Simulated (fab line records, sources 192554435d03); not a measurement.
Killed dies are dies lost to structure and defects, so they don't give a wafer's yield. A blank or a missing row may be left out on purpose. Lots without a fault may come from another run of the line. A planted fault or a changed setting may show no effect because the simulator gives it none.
Split-lot experiment | flow n5_finfet | 7 lots, 39 wafers read, on a route of 1938 steps

THE SPLIT
At N5_MOL_CONTACT_COAG_SPUTTER_143 (material Co, target thk 2.5 nm), the setting target_thk_a was moved away from the recipe's 25 angstrom on 12 of the 39 wafers read, by -32.0% to +57.9%. The other wafers ran this setting at the recipe's value.

The reading is taken at the split's own step.

THE READING
Co_of_MOL_CONTACT_COAG_SPUTTER_143.thk_nm (the simulator's own value, which no gauge read), in nm, at N5_MOL_CONTACT_COAG_SPUTTER_143 (material Co, target thk 2.5 nm). The file gives no usual value for it. The 27 wafers here that ran the recipe average 2.6 nm, standard deviation 0.09 nm.

wafer  | tool, chamber at the split | target_thk_a as run, angstrom | against the recipe | Co_of_MOL_CONTACT_COAG_SPUTTER_143.thk_nm, nm | against lot-mates on the recipe
L074.1 | pvd_sputter-02, -          | 25                            | recipe             | 2.6                                           | -
L074.4 | pvd_sputter-02, -          | 25                            | recipe             | 2.6                                           | -
L074.6 | pvd_sputter-02, -          | 25                            | recipe             | 2.6                                           | -
L074.2 | pvd_sputter-02, -          | 39.14                         | +56.6%             | 4                                             | +1.4
L074.5 | pvd_sputter-02, -          | 39.14                         | +56.6%             | 4                                             | +1.4
L074.3 | pvd_sputter-02, -          | 39.14                         | +56.6%             | 3.8                                           | +1.2
L075.1 | pvd_sputter-02, -          | 16.99                         | -32.0%             | 1.8                                           | -0.8
L075.6 | pvd_sputter-02, -          | 16.99                         | -32.0%             | 1.8                                           | -0.8
L075.2 | pvd_sputter-02, -          | 16.99                         | -32.0%             | 1.6                                           | -1.0
L075.3 | pvd_sputter-02, -          | 25                            | recipe             | 2.6                                           | -
L075.4 | pvd_sputter-02, -          | 25                            | recipe             | 2.6                                           | -
L075.5 | pvd_sputter-02, -          | 25                            | recipe             | 2.6                                           | -
L082.1 | pvd_sputter-03, -          | 25                            | recipe             | 2.4                                           | -
L082.2 | pvd_sputter-03, -          | 25                            | recipe             | 2.4                                           | -
L082.3 | pvd_sputter-03, -          | 25                            | recipe             | 2.4                                           | -
L082.4 | pvd_sputter-03, -          | 25                            | recipe             | 2.4                                           | -
L082.5 | pvd_sputter-03, -          | 25                            | recipe             | 2.4                                           | -
L082.6 | pvd_sputter-03, -          | 25                            | recipe             | 2.6                                           | -
L087.1 | pvd_sputter-02, -          | 25                            | recipe             | 2.6                                           | -
L087.3 | pvd_sputter-02, -          | 25                            | recipe             | 2.6                                           | -
L087.6 | pvd_sputter-02, -          | 25                            | recipe             | 2.6                                           | -
L087.2 | pvd_sputter-02, -          | 39.47                         | +57.9%             | 3.8                                           | +1.2
L087.4 | pvd_sputter-02, -          | 39.47                         | +57.9%             | 4                                             | +1.4
L087.5 | pvd_sputter-02, -          | 39.47                         | +57.9%             | 4                                             | +1.4
L089.3 | pvd_sputter-03, -          | 25                            | recipe             | 2.6                                           | -
L089.4 | pvd_sputter-03, -          | 25                            | recipe             | 2.6                                           | -
L089.6 | pvd_sputter-03, -          | 25                            | recipe             | 2.6                                           | -
L088.1 | pvd_sputter-03, -          | 25                            | recipe             | 2.6                                           | -
L088.2 | pvd_sputter-03, -          | 25                            | recipe             | 2.6                                           | -
L088.6 | pvd_sputter-03, -          | 25                            | recipe             | 2.6                                           | -
L088.3 | pvd_sputter-03, -          | 38.53                         | +54.1%             | 4                                             | +1.4
L088.4 | pvd_sputter-03, -          | 38.53                         | +54.1%             | 4                                             | +1.4
L088.5 | pvd_sputter-03, -          | 38.53                         | +54.1%             | 4                                             | +1.4
L090.1 | pvd_sputter-01, -          | 25                            | recipe             | 2.6                                           | -
L090.2 | pvd_sputter-01, -          | 25                            | recipe             | 2.6                                           | -
L090.3 | pvd_sputter-01, -          | 25                            | recipe             | 2.6                                           | -
L090.4 | pvd_sputter-01, -          | 25                            | recipe             | 2.6                                           | -
L090.5 | pvd_sputter-01, -          | 25                            | recipe             | 2.6                                           | -
L090.6 | pvd_sputter-01, -          | 25                            | recipe             | 2.8                                           | -

THE FIT
A straight line over all 39 wafers: Co_of_MOL_CONTACT_COAG_SPUTTER_143.thk_nm changes by +0.0248 nm for each +1% of target_thk_a; r = +0.99; the points scatter about the line by 0.096 nm.
The same after taking each lot's own level away (the mean of its wafers on the recipe; 39 wafers): +0.0245 nm for each +1%; r = +0.99; scatter 0.075 nm.
On that fit, the largest move of target_thk_a shifts the reading by 1.4 nm.
The lots' own levels span 2.43 to 2.63 nm, that is 2.2 times the standard deviation above.
So the lot-to-lot level changes the slope little: the two slopes agree.
Check: with one of the wafers moved furthest among these (+57.9%) left out of the fit, the line predicts +1.43 nm for it against its lot-mates. It came out at +1.2 nm against them.

OTHER SPLITS ON THESE WAFERS
These wafers also went through other splits before the reading. Each is held against what the fit with the lots' levels taken away leaves over:
other split on the same wafers           | wafers away from the commonest value | r with Co_of_MOL_CONTACT_COAG_SPUTTER_143.thk_nm (lot level and that fit taken away)
N5_PMOS_HMC_CHANNEL_EPI_HM_DEP_34 time_s | 9                                    | +0.09
N5_FIN_SAQP_SPACER1_ALD_24 ald_cycles    | 18                                   | -0.01
N5_SDB_ALD_29 ald_cycles                 | 9                                    | +0.05
N5_HKMG_FIN_ETCH_55 time_s               | 18                                   | -0.24

THE FILE'S OWN FIT
Co_of_MOL_CONTACT_COAG_SPUTTER_143.thk_nm changes by +0.0244 nm for each +1% of target_thk_a, r = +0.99.
